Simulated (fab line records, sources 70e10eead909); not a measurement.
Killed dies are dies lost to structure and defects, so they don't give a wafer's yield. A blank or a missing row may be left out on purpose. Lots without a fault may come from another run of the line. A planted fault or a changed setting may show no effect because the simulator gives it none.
fab line records | flow nand_harc
record lots=11 wafers=33 last_day=24
route steps=1159 shown A_M0@1016 A_BONDPAD@1077 END@1159
lots that met no fault: from a run of the same line without faults
start_h: hours from the record's first day to the start of the lot's first wafer shown | wait_h: hours since the lot's step before | " the same as in the row above | L1.1+2: a row that stands for several wafers | - no value, or no start given | * or withheld: withheld | < > ~ a bound
route shown NAME@n: a module of which the file shows steps, and the number in the route of the first | usual: mean/standard deviation of fault-free wafers | same: alike in all rows | chamber/n: place in a boat | sites: the reading at each site | _std_site: their standard deviation | _edge_site: outer sites' mean less inner sites' | radius_mm: how far each site lies from the wafer's centre | mask NAME#n: copy n | behind: the tool/chamber that last shaped the wafer | hold: why the lot was held/for how many hours/how that ended | device: the transistor (n, p or np) that didn't switch | end of line: the same wafers' tests at the end of the route | a step without rows: its recipe alone | killed: dies lost to structure and defects at the first sort, not the wafer's yield | map: a wafer's dies, x killed, . not, _ none there
set.NAME: the setting as run; set.NAME@STEP: as run at that earlier step | model.NAME: the simulator's own value behind a step, which no gauge read
steps of the route over a sample of lots; a table a step, a row a wafer
services: from which hour (start_h, from the record's first day; less than 0 if before it) a tool's chamber was out of use, for how many hours, and why
## steps
# step NHARC_A_M0_PVD_21
# recipe target_thk_a=300 chamber_pressure_pa=5 power_w=5000 substrate_temp_c=30 time_s=20.49 material=Cu
# usual substrate_temp_c=30.00/0.11 throttle_valve_pct=30.4/1.1
# columns lot.wafer tool chamber start_h wait_h substrate_temp_c throttle_valve_pct
L645.2 pvd_sputter-02 - 412.14 - 30.11 31.8
L645.3 " - " " 29.96 29.9
L645.5 " - " " 29.94 31.0
L646.2 pvd_sputter-03 - 412.60 - 30.06 28.5
L646.6 " - " " 30.13 29.1
L646.5 " - " " 29.93 30.0
L648.3 pvd_sputter-01 - 414.51 - 29.84 31.5
L648.2 " - " " 29.98 31.7
L648.4 " - " " 30.24 30.0
L647.2 pvd_sputter-01 - 417.32 - 30.03 30.2
L647.1 " - " " 29.88 31.5
L647.6 " - " " 30.27 29.9
L652.2 pvd_sputter-02 - 438.24 - 30.05 30.7
L652.3 " - " " 30.06 31.9
L652.5 " - " " 30.15 30.7
L651.1 pvd_sputter-01 - 438.74 - 29.72 30.0
L651.2 " - " " 29.86 31.4
L651.6 " - " " 29.89 31.5
L650.4 pvd_sputter-02 - 450.26 - 29.83 30.2
L650.3 " - " " 29.93 30.7
L650.2 " - " " 30.01 29.8
L658.2 pvd_sputter-03 - 489.56 - 30.29 31.0
L658.3 " - " " 30.07 28.9
L658.5 " - " " 30.13 31.2
L661.1 pvd_sputter-01 - 505.73 - 29.87 31.4
L661.5 " - " " 30.02 31.2
L661.6 " - " " 30.06 31.3
L665.2 pvd_sputter-01 - 525.23 - 29.90 31.6
L665.3 " - " " 30.11 31.4
L665.6 " - " " 29.89 31.5
L663.2 pvd_sputter-01 - 525.77 - 30.12 31.8
L663.1 " - " " 30.07 30.1
L663.4 " - " " 30.02 31.4
# step NHARC_A_BONDPAD_ETCH_12
# recipe target_depth_a=2200 time_s=110 chf3_flow_sccm=50 o2_flow_sccm=10 ar_flow_sccm=200 rf_w=500 bias_w=200 chemistry=CHF3/O2
# usual chamber_pressure_mTorr=25.000/0.023 drypump_motor_current_A=5.7/0.4 oes_product_au=0.945/0.021 rf_vpp_V=369.5/2.3 showerhead_plenum_p_Torr=2.35/0.1 throttle_valve_pct=20.571/0.0098
# columns lot.wafer tool chamber start_h wait_h chamber_pressure_mTorr drypump_motor_current_A oes_product_au rf_hours_counter_h rf_vpp_V showerhead_plenum_p_Torr throttle_valve_pct
L645.2 rie_diel-09 2 - - 24.992 5.6 0.956 6 368.3 2.30 20.576
L645.3 " 1 " " 24.978 6.0 0.980 6 373.9 2.51 20.570
L645.5 " 2 " " 24.990 5.6 0.955 - 367.8 2.30 20.573
L648.4 rie_diel-04 3 - - 25.017 4.9 0.927 22 367.3 2.25 20.563
L648.3 " 0 " " 24.990 6.4 0.938 19 371.2 2.42 20.560
L648.2 " 2 " " 25.012 5.2 0.937 23 373.1 2.51 20.573
L646.2 rie_diel-02 1 - - 25.009 6.3 0.920 34 367.5 2.23 20.576
L646.6 " 0 " " 25.007 5.7 0.927 - 368.4 2.24 20.581
L646.5 " 1 " " 24.974 6.3 0.921 - 367.3 2.23 20.563
L647.1 rie_diel-04 1 - - 24.999 5.3 0.924 21 367.0 2.29 20.564
L647.2 " 3 " " 24.992 4.9 0.936 23 367.5 2.25 20.569
L647.6 " 2 " " 25.020 5.2 0.936 - 372.8 2.51 20.571
L652.2 rie_diel-09 1 - - 25.010 6.0 0.972 0 372.2 2.51 20.561
L652.3 " 2 " " 25.019 5.6 0.976 0 369.0 2.30 20.585
L652.5 " 2 " " 25.045 5.6 0.970 - 369.0 2.30 20.584
L651.1 rie_diel-09 3 - - 25.035 5.4 0.972 0 366.1 2.24 20.565
L651.2 " 1 " " 25.006 5.9 0.953 0 371.8 2.51 20.577
L651.6 " 2 " " 24.993 5.6 0.976 - 369.3 2.30 20.580
L650.3 rie_diel-04 1 - - 25.014 5.3 0.937 28 369.2 2.28 20.578
L650.2 " 2 " " 24.977 5.3 0.932 30 372.0 2.50 20.599
L650.4 " 3 " " 25.024 4.9 0.925 29 367.5 2.25 20.566
L658.5 rie_diel-09 3 - - 25.000 5.5 0.960 - 367.6 2.24 20.566
L661.1 rie_diel-04 3 - - 24.980 4.9 0.925 9 366.6 2.25 20.555
L661.5 " 3 " " 25.009 4.9 0.923 - 366.0 2.25 20.568
L661.6 " 0 " " 25.015 6.4 0.915 - 370.1 2.41 20.575
L665.2 rie_diel-09 1 - - 24.958 5.9 0.963 3 372.1 2.51 20.580
L665.3 " 0 " " 24.999 5.8 0.972 3 369.2 2.36 20.571
L665.6 " 1 " " 25.006 5.9 0.964 - 371.2 2.51 20.587
L663.1 rie_diel-09 3 - - 25.000 5.5 0.967 3 366.6 2.24 20.572
L663.4 " 0 " " 24.982 5.8 0.978 3 369.8 2.36 20.558
L663.2 " 2 " " 24.976 5.6 0.964 3 369.1 2.30 20.572
# step NHARC_A_BONDPAD_ETCH_24
# recipe target_depth_a=300 over_etch_frac=0.3 time_s=72.99 ion_energy_ev=150 cf4_flow_sccm=50 n2_flow_sccm=100 ar_flow_sccm=150 rf_w=300 bias_w=100 chemistry=CF4/N2
# usual chamber_pressure_mTorr=29.995/0.03 drypump_motor_current_A=5.7/0.37 oes_product_au=1.000/0.0079 rf_vpp_V=313.2/2.2 showerhead_plenum_p_Torr=2.58/0.12 throttle_valve_pct=19.794/0.0095
# columns lot.wafer tool chamber start_h wait_h chamber_pressure_mTorr drypump_motor_current_A oes_product_au rf_hours_counter_h rf_vpp_V showerhead_plenum_p_Torr throttle_valve_pct
L645.3 rie_diel-02 3 - - 29.993 6.4 1.000 38 311.5 2.44 19.801
L645.2 " 2 " " 30.060 5.3 0.989 37 313.2 2.57 19.791
L645.5 " 3 " " 30.017 6.4 1.003 - 311.2 2.44 19.789
L648.2 rie_diel-09 3 - - 30.008 5.5 1.000 5 311.7 2.46 19.788
L648.3 " 0 " " 30.006 5.8 0.998 6 311.8 2.58 19.801
L648.4 " 1 " " 30.031 5.9 1.002 6 314.9 2.75 19.771
L646.2 rie_diel-09 0 - - 29.984 5.8 0.984 6 313.6 2.58 19.799
L646.5 " 2 " " 30.013 5.6 0.999 - 312.6 2.51 19.790
L646.6 " 3 " " 29.996 5.5 0.992 - 311.1 2.46 19.806
L647.1 rie_diel-09 3 - - 30.024 5.5 1.006 5 311.0 2.46 19.802
L647.2 " 1 " " 29.987 6.0 0.998 6 316.0 2.75 19.798
L647.6 " 3 " " 30.006 5.5 1.001 - 310.9 2.45 19.776
L652.2 rie_diel-04 3 - - 30.000 4.9 1.015 27 311.0 2.46 19.784
L652.3 " 0 " " 29.973 6.4 1.016 24 315.4 2.64 19.793
L652.5 " 2 " " 29.974 5.2 1.010 - 316.4 2.74 19.789
L651.1 rie_diel-04 2 - - 30.001 5.2 0.999 29 316.7 2.74 19.800
L651.2 " 1 " " 30.019 5.3 1.007 26 310.5 2.50 19.790
L651.6 " 2 " " 29.994 5.2 0.996 - 314.6 2.74 19.774
L650.2 rie_diel-09 3 - - 30.000 5.5 0.999 0 310.2 2.45 19.800
L650.3 " 1 " " 29.990 6.0 1.000 0 315.8 2.75 19.790
L650.4 " 2 " " 29.977 5.6 0.996 0 312.3 2.51 19.789
L658.5 rie_diel-09 0 - - 29.986 5.8 0.994 - 313.6 2.58 19.781
L661.1 rie_diel-09 3 - - 29.981 5.5 0.988 2 310.0 2.45 19.783
L661.6 " 1 " " 29.970 5.9 0.994 - 316.5 2.75 19.803
L661.5 " 2 " " 29.980 5.6 0.986 - 313.5 2.51 19.792
L665.3 rie_diel-09 2 - - 29.996 5.6 0.984 3 313.3 2.51 19.796
L665.2 " 3 " " 30.022 5.5 0.996 3 312.3 2.45 19.798
L665.6 " 0 " " 30.007 5.8 0.993 - 312.4 2.58 19.794
L663.4 rie_diel-09 0 - - 29.976 5.8 1.006 3 314.0 2.58 19.807
L663.2 " 2 " " 30.011 5.6 1.006 3 313.1 2.51 19.801
L663.1 " 3 " " 30.024 5.5 0.994 3 311.8 2.45 19.799
# step NHARC_A_BONDPAD_PVD_17
# recipe target_thk_a=50 bias_v=168.6 power_w=15000 chamber_pressure_pa=0.12 time_s=8.06 substrate_temp_c=50 material=TaN
# usual substrate_temp_c=50.02/0.11 throttle_valve_pct=30.5/1.1
# columns lot.wafer tool chamber start_h wait_h substrate_temp_c throttle_valve_pct
L645.3 pvd_sputter-02 - - - 50.07 30.2
L645.2 " - " " 49.68 30.9
L645.5 " - " " 50.04 31.0
L648.4 pvd_sputter-02 - - - 49.96 30.4
L648.3 " - " " 50.34 30.9
L648.2 " - " " 49.96 31.7
L646.2 pvd_sputter-01 - - - 50.12 31.5
L646.6 " - " " 50.16 31.4
L646.5 " - " " 49.95 30.1
L647.2 pvd_sputter-03 - - - 50.02 28.4
L647.1 " - " " 50.09 30.3
L647.6 " - " " 50.25 29.1
L652.3 pvd_sputter-01 - - - 50.12 31.7
L652.2 " - " " 50.01 30.1
L652.5 " - " " 50.12 31.6
L651.1 pvd_sputter-01 - - - 50.07 30.0
L651.2 " - " " 49.96 31.5
L651.6 " - " " 50.09 30.1
L650.4 pvd_sputter-01 - - - 50.19 31.4
L650.2 " - " " 49.91 31.6
L650.3 " - " " 50.04 31.5
L658.5 pvd_sputter-01 - - - 49.93 30.0
L661.1 pvd_sputter-03 - - - 50.18 28.5
L661.5 " - " " 50.02 31.0
L661.6 " - " " 49.98 28.4
L665.3 pvd_sputter-02 - - - 50.08 31.6
L665.2 " - " " 49.93 30.3
L665.6 " - " " 49.96 30.1
L663.2 pvd_sputter-02 - - - 50.18 31.1
L663.1 " - " " 49.86 29.9
L663.4 " - " " 50.00 30.4
# step NHARC_END_SORT_01
# recipe temp_c=25
# usual defect_limited_yield=95.0/1.7 killed_at_array=29/12 killed_at_other=0.7/1 killed_at_periphery=4/3.2 killed_dies=34/12 killed_open=3.4/2 killed_short=1.8/1.3 sort_bin_2_pct=1.6/0.7 sort_bin_3_pct=0.26/0.23 sort_bin_4_pct=3.1/1.1 sort_n_pass=643/12 sort_rim_yield_pct=96.4/2.6 sort_yield_pct=95.0/1.7
# same gross_dies=677 sort_bin_5_pct[%]=0 sort_bin_6_pct[%]=0 sort_bin_7_pct[%]=0 sort_bin_8_pct[%]=0 sort_rim_n_gross=106.00
# columns lot.wafer tool chamber start_h wait_h defect_limited_yield[%] killed_at_array killed_at_other killed_at_periphery killed_dies killed_open killed_short sort_bin_2_pct[%] sort_bin_3_pct[%] sort_bin_4_pct[%] sort_n_pass sort_rim_yield_pct[%] sort_yield_pct[%]
L658.2 prober-02 0 530.92 2.8 0 674 0 3 677 2 3 95.9 0.30 3.8 0 0 0
L658.3 prober-02 0 531.72 3.1 0 673 1 3 677 3 1 96.9 0.30 2.8 0 0 0
L658.5 prober-02 0 533.32 3.7 93.4 44 0 1 45 3 4 1.8 0.59 4.3 632 94.3 93.4
# killed by level:class
L658.2 A_M0:area_pvd=636 A_SLIT:chamber_film_flake=15 A_CHANNEL_HOLE_D1:chamber_film_flake=14 A_STAIRCASE:chamber_film_flake=3 A_M1:chamber_film_flake=2 P_M0:geometric_particle:short=1 A_CHANNEL_FILL_D1:geometric_particle:open=1 A_STAIRCASE:geometric_particle:short=1
L658.3 A_M0:area_pvd=638 A_SLIT:chamber_film_flake=16 A_CHANNEL_HOLE_D1:chamber_film_flake=14 A_STAIRCASE:chamber_film_flake=2 P_CONTACT:geometric_particle:open=1 P_M0:geometric_particle:open=1 A_ONON_D1:geometric_particle:open=1 A_WL_FILL:geometric_particle:short=1
L658.5 A_SLIT:chamber_film_flake=16 A_CHANNEL_HOLE_D1:chamber_film_flake=12 A_M1:chamber_film_flake=4 A_STAIRCASE:chamber_film_flake=3 A_WL_FILL:geometric_particle:short=2 A_CONTACT:geometric_particle:open=2 A_CONTACT:chamber_film_flake=2 P_M0:geometric_particle:short=1
## services
# columns tool chamber start_h hours kind
rie_diel-04 3 391.44 8.3 repair
rie_diel-04 0 391.88 1.9 repair
pvd_sputter-02 - 392.24 10.0 pm
rie_diel-09 3 402.09 15.4 repair
rie_diel-09 0 410.10 - clean
rie_diel-09 1 410.10 - clean
rie_diel-09 2 410.10 - clean
rie_diel-04 2 411.88 3.5 repair
rie_diel-09 - 431.10 9.0 pm
rie_diel-09 0 431.10 9.0 vent_cycle
rie_diel-09 1 431.10 9.0 vent_cycle
rie_diel-09 2 431.10 9.0 vent_cycle
rie_diel-04 1 435.79 1.6 repair
pvd_sputter-03 - 444.97 5.4 repair
pvd_sputter-03 - 458.00 10.0 pm
rie_diel-04 - 466.00 9.0 pm
pvd_sputter-01 - 472.80 9.2 repair
rie_diel-04 - 479.07 0.4 repair
pvd_sputter-02 - 499.27 7.8 repair
rie_diel-02 3 502.46 8.7 repair
rie_diel-02 - 505.11 9.0 pm
pvd_sputter-03 - 515.57 6.9 repair
pvd_sputter-02 - 519.67 3.2 repair
pvd_sputter-01 - 527.17 10.0 pm
## key
first_sign step=NHARC_END_SORT_01 reading=sort_bin_2_pct direction=up sigmas=99+ usual=1.6 struck=96.4
effect step=NHARC_END_SORT_01 reading=killed_dies direction=up sigmas=55 usual=34 struck=677
more_kills_born_at NHARC_A_M0_PVD_21@pvd_sputter-03=1274
met_at NHARC_A_M0_PVD_21
struck_lots L658
struck_wafers L658.2,L658.3
later_rows_left_out L658.2,L658.3
not_acting_at NHARC_A_BONDPAD_ETCH_12,NHARC_A_BONDPAD_ETCH_24,NHARC_A_BONDPAD_PVD_17
onset_between 412.60 489.56
fault kind=process_parameter_drift tool=pvd_sputter-03 chamber=- onset_h=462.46 steps=NHARC_A_M0_PVD_21 channel=target_thk_a offset=* shape=step end_h=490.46 scope=struck_wafers_only acts_in=* stated=*
# later_rows_left_out: the simulator's readings of these wafers behind a module that went badly wrong aren't trusted and aren't shown, but for the sort
